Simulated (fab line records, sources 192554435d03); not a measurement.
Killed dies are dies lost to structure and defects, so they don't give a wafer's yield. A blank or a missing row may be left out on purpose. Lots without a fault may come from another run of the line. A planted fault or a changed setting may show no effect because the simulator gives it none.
Struck lot and sound lot, side by side | flow n5Finfet | 16 steps out of a route of 1938
Sound: the wafers L552.1, L552.3, L552.4. Struck: wafer L562.5 (left out: L562.4, a lot-mate that was not struck); the cause follows at the end.
For every step that has rows: the tool of each side, followed by ch and its chambers, followed by its first start. Under that, the readings that differ: sound wafers | struck wafers | difference of the means | sigmas: that difference in standard deviations of wafers without a fault.
alike: a reading whose means differ by less than 2 such deviations, as well as words and numbers matching on both sides. not compared: withheld readings; readings where some wafer has no value; bounds like >300 that might hide an equal value; numbers whose values overlap and for which the record gives no deviation.
Wherever a step has rows on one side only, a row that says differs or no value, or a row with sigmas, the two part there. Numbers that have no deviation but don't overlap get no sigmas and don't part them. A reading that every wafer of one side lacks parts them only if that side has two wafers or more.

first, 5 steps without rows for these wafers: N5_SD_EPI_P_EBR_05; N5_SD_EPI_P_SOFTBAKE_04 (time 60 s); N5_SD_EPI_P_EXPOSE_06 (exposes mask SD P BLK, target cd 240 nm); N5_SD_EPI_P_PEB_07 (peb time 60 s); N5_SD_EPI_P_DEVELOP_08 (develop time 30 s).
N5_SD_EPI_P_CD_MEAS_09: target cd 240 nm.
  sound on cdSem-02 ch 0, day 3 12:30; struck on cdSem-03 ch 0, day 6 04:26
  alike: cdNm
N5_SD_EPI_P_OVL_MEAS_10:
  sound on overlay-01 ch 0, day 3 12:32; struck on overlay-02 ch 0, day 6 04:28
  alike: SD_P_BLK_OVL
N5_SD_EPI_P_INSPECT_11: inspects for defects (macro).
  struck on defectInspect-02, day 6 04:29; sound on defectInspect-01, day 3 12:33
  alike: rawDefectCount
N5_SD_EPI_P_DESCUM_14: chemistry O2, time 7.9 s.
  sound on rieDiel-04 ch 0,2, day 3 12:35; struck on rieDiel-04 ch 0, day 6 04:32
  alike: biasPowerW, drypumpMotorCurrentA, oesProductAu, rfFwdPowerW, rfVppV, showerheadPlenumPTorr, tempC, throttleValvePct
  not compared: rfHoursCounterH
N5_SD_EPI_P_ETCH_36: etches SiARC in CF4, target depth 45.5 nm, time 75.8 s.
  sound on rieDiel-04 ch 0,2, day 3 12:37; struck on rieDiel-04 ch 0, day 6 04:34
reading    | sound             | struck | difference | sigmas
rfVppV (V) | 186.0 182.3 182.1 | 187.5  | +4.0       | +4
  alike: drypumpMotorCurrentA, etchRfOnTimeS, oesProductAu, rfFwdPowerW, showerheadPlenumPTorr, throttleValvePct
  not compared: rfHoursCounterH
N5_SD_EPI_P_ETCH_37: etches SOC in N2/H2, overetch 108 nm, time 486 s.
  sound on rieDiel-04 ch 0,2, day 3 12:41; struck on rieDiel-04 ch 0, day 6 04:38
  alike: drypumpMotorCurrentA, oesProductAu, rfFwdPowerW, rfVppV, showerheadPlenumPTorr, tempC, throttleValvePct
  not compared: rfHoursCounterH
then, 1 step without rows for these wafers: N5_SD_EPI_P_STRIP_38 (strips in N2/H2).
N5_SD_EPI_P_ETCHBACK_46: etches SiNx in CH3F/O2, stops on SiO2, target depth 17.5 nm.
  sound on rieDiel-04 ch 0,2, day 3 13:00; struck on rieDiel-04 ch 0, day 6 04:57
reading      | sound       | struck  | difference | sigmas
overEtchFrac | 0.3 0.3 0.3 | 0.28932 | -0.01068   | 
  alike: drypumpMotorCurrentA, oesProductAu, rfFwdPowerW, rfVppV, showerheadPlenumPTorr, throttleValvePct
  not compared: rfHoursCounterH
N5_SD_EPI_P_ETCH_47: etches SiOCN in CH3F/O2, target depth 25 nm.
  sound on rieDiel-04 ch 0,2, day 3 13:06; struck on rieDiel-04 ch 0, day 6 05:03
  alike: drypumpMotorCurrentA, oesProductAu, rfFwdPowerW, rfVppV, showerheadPlenumPTorr, throttleValvePct
  not compared: rfHoursCounterH
-- the record jumps here: 5 days lie between the struck wafers' starts before and after (it left off in module SD_EPI_P and takes up again in module BEOL_M4, whose first step shown is number 1111 of the route) --
N5_BEOL_M4_RC_MEAS_101:
  sound on prober-02 ch 0, day 8 09:41; struck on prober-01 ch 0, day 11 02:14
reading   | sound                | struck | difference | sigmas
VT_P (mV) | -245.8 -249.8 -246.4 | -253.2 | -5.9       | -2
  alike: DIBL_N, DIBL_P, IOFF_N, IOFF_P, ION_N, ION_P, SS_N, SS_P, VT_N
then, 1 step without rows for these wafers: N5_PASSIVATION_PROBE_49.

## WHERE THEY PART
At N5_SD_EPI_P_ETCH_36 first; at N5_BEOL_M4_RC_MEAS_101 last (within this record only).

WHY: the cause the simulator had injected
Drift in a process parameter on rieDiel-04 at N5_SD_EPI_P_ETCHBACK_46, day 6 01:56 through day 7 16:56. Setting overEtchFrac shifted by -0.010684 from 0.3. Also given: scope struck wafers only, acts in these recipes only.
